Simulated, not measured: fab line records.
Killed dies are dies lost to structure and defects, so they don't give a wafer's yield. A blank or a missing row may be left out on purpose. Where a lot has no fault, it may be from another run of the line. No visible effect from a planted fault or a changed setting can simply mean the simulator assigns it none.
Problem report in the 8D (eight disciplines) form, filled by code / flow nand-harc / the parts of the form that need people (team, actions taken, sign-off) are left out

== 1. THE PROBLEM ==
At NHARC_A_STAIRCASE_EXPOSE_181, exposure-dose-mJ-cm2 averages 27.316 over 6 wafers from 2 lots, while fault-free wafers read 27.874, standard deviation 0.027. Relative to the usual mean, that is a shift of -21 standard deviations.
The step: exposes mask STAIR 2.
Earliest sighting: wafer L191.1 on krf-scanner-04 at day 20 14:18. Wafers with a number at this step in the record: 36, from 12 lots. Rule for "out" (also "out of limits"): further than 4 standard deviations from the usual mean. All remaining wafers that have a number are taken as sound.

== 2. WHAT IT IS, WHAT IT ISN'T ==
question=which readings at this step | is=exposure-dose-mJ-cm2 | is not=-
question=which lots | is=L191, L194 | is not=L180, L181, L182, L184, L185, L196, L198, L201, L202, L203
question=which wafers of those lots | is=all that have a number | is not=-
question=read on which tools | is=krf-scanner-04 | is not=krf-scanner-01, krf-scanner-02
question=when | is=from day 20 14:18 | is not=up to then (15 sound wafers); but 15 sound wafers of L196, L198, L201, L202, L203 came after

== 3. WHAT RULES OUT EACH SUSPECT ==
Counting: a tool at any process step up to the reading remains a suspect when it ran all the lots that are out and ran no sound lot after the first of those.
- rie-diel-04 at NHARC_A_STAIRCASE_DESCUM_11 (chemistry O2, time 3 s): ruled out as a lasting fault. Following L191 (day 20 10:37), the first lot on it that is out, the sound lots L198 were run on it.
- rie-diel-04 at NHARC_A_STAIRCASE_ETCH_13 (etches the open film in C4F8/O2, target depth 100 nm, time 40.5 s): ruled out as a lasting fault. Following L191 (day 20 14:18), the first lot on it that is out, the sound lots L198 were run on it. Because NHARC_A_STAIRCASE_ETCH_13 lacks a start for some lots, the hours and order of its lots are taken from NHARC_A_STAIRCASE_EXPOSE_181.
- krf-scanner-04 at NHARC_A_STAIRCASE_EXPOSE_181 (exposes mask STAIR 2): kept. It ran every lot that is out, first L191 (day 20 14:18), and no sound lot after that; its last sound lot up to then is L185 (day 18 11:02). Its own readings are out on those wafers: exposure-dose-mJ-cm2.
Left after counting: krf-scanner-04 at NHARC_A_STAIRCASE_EXPOSE_181.

== 4. THE CAUSE (what the simulator had put in) ==
Drift in process parameters on krf-scanner-04 at NHARC_A_STAIRCASE_EXPOSE_181, starting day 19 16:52. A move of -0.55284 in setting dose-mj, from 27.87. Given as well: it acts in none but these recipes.
This tool alone remained once counting was done.

== 5. THE EFFECT CHAIN, in route order ==
One row per reading whose mean, taken over the struck wafers that have a number, lies over 3 standard deviations from the usual. Readings are gone through only where the record gives a usual standard deviation; hours: the median, over the lots, of the time from a lot's start at the first step in this table giving one to that lot's start at this step; sigmas: the change measured in usual standard deviations.
hours=0; step=NHARC_A_STAIRCASE_EXPOSE_181; reading=exposure-dose-mJ-cm2; usual=27.874; on struck wafers=27.316; change=-0.558; sigmas=-21
Its process steps:
- NHARC_A_STAIRCASE_EXPOSE_181: exposes mask STAIR 2.

== 6. WHAT WOULD HAVE CAUGHT IT SOONER ==
First out-of-limits reading in this record: day 20 14:18, which is 21 hours after fault onset at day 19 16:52.
